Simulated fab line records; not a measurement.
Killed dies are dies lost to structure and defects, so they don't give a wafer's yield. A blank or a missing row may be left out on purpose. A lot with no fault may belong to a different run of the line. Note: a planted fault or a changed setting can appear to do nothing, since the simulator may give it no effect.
Comparing a struck lot with a sound one	flow n5_finfet	14 out of 1938 route steps
Sound: the wafers L602.1, L602.3, L602.4. Struck: wafer L604.4 (L604.2, L604.3, from the same lot, were not struck and are left out); the cause is given at the end.
Each step with rows lists, per side, the tool, then ch with its chambers, then its first start. Under that, the readings that differ: sound wafers	struck wafers	difference of the means	sigmas: that difference in standard deviations of wafers without a fault.
alike: readings with means less than 2 such deviations apart, plus words and numbers identical on both sides. not compared: withheld readings, readings lacking a value on some wafer, bounds such as >300 that could conceal the same value, and numbers that have no deviation in the record and whose values overlap.
The two part at a step that has a row with sigmas, a row that says differs or no value, or rows on one side only. Numbers that don't overlap but have no deviation are shown without sigmas and don't part them. A reading that every wafer of one side lacks parts them only if that side has two wafers or more.

first, 1 step without rows for these wafers: N5_BEOL_M5_CVD_47 (deposits Co from CCTBA/H2, target thk 3 nm, time 216 s).
N5_BEOL_M5_SPUTTER_48: material Cu, target thk 15 nm, time 27.62 s.
  sound: pvd_sputter-01 at day 9 19:28; struck: pvd_sputter-03 at day 10 14:35
  alike: throttle_valve_pct
then, 2 steps without rows for these wafers: N5_BEOL_M5_ANNEAL_49 (time 1800 s); N5_BEOL_M5_SPUTTER_81 (material Cu, target thk 15 nm, time 27.62 s).
N5_BEOL_M5_ANNEAL_82: time 1800 s.
  sound: pvd_sputter-01 at day 9 20:38; struck: pvd_sputter-03 at day 10 15:45
  alike: heater_power_w
then, 2 steps without rows for these wafers: N5_BEOL_M5_SPUTTER_83 (material Cu, target thk 15 nm, time 27.62 s); N5_BEOL_M5_ANNEAL_84 (time 1800 s).
N5_BEOL_M5_SPUTTER_88: material Cu, target thk 15 nm, time 27.62 s.
  sound: pvd_sputter-01 at day 9 23:39; struck: pvd_sputter-03 at day 10 17:50
  alike: throttle_valve_pct
N5_BEOL_M5_ANNEAL_89: time 1800 s.
  sound: pvd_sputter-01 at day 9 23:44; struck: pvd_sputter-03 at day 10 17:55
  alike: heater_power_w
then, 2 steps without rows for these wafers: N5_BEOL_M5_SPUTTER_90 (material Cu, target thk 4.5 nm, time 8.29 s); N5_BEOL_M5_ECD_50 (material Cu, target thk 300 nm).
N5_BEOL_M5_ANNEAL_51: time 90 s.
  sound on rtp_anneal-02 ch 0, day 10 00:56; struck on rtp_anneal-02 ch 0, day 10 19:31
  alike: wafer_temp_C_max
N5_BEOL_M5_CMP_52: polishes, stops on SiCOH lowk, t overpolish 6.9 s, target thk 62 nm.
  sound on cmp-02 ch 0,1,3, day 10 01:14; struck on cmp-02 ch 1, day 10 19:56
reading	sound	struck	difference	sigmas
motor_current_A (A)	6.4 5.2 4.7	6.8	+1.4	+3
overpolish_run_s (s)	6.902 6.904 6.901	6.924	+0.022	+2
platen_rpm (rpm)	50.05 50.02 49.99	47.96	-2.06	-59
  alike: barrier_field_endpoint_s, time_to_endpoint_s
-- the record jumps here: 4 days lie between the struck wafers' starts before and after (it left off in module BEOL_M5 and takes up again in module PASSIVATION, whose first step shown is number 1936 of the route) --
N5_PASSIVATION_PROBE_49:
  sound: prober-01 at day 14 03:11; struck: prober-01 at day 14 15:20
reading	sound	struck	difference	sigmas
killed_at_front_end	46 46 44	23	-22	-2
  alike: defect_limited_yield, killed_at_M0_to_M3, killed_at_M4_up, killed_at_contacts, killed_at_other, killed_dies, killed_open, killed_short, sort_bin_5_function, sort_bin_6_memory, sort_bin_8_speed, sort_n_pass, sort_yield_pct

== WHERE THEY PART ==
At N5_BEOL_M5_CMP_52 first; at N5_PASSIVATION_PROBE_49 last (within this record only).

WHY: whatever the simulator had introduced
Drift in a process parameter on cmp-02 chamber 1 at N5_BEOL_M5_CMP_52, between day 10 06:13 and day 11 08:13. From 50, the setting platen_rpm moved by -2. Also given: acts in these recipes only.
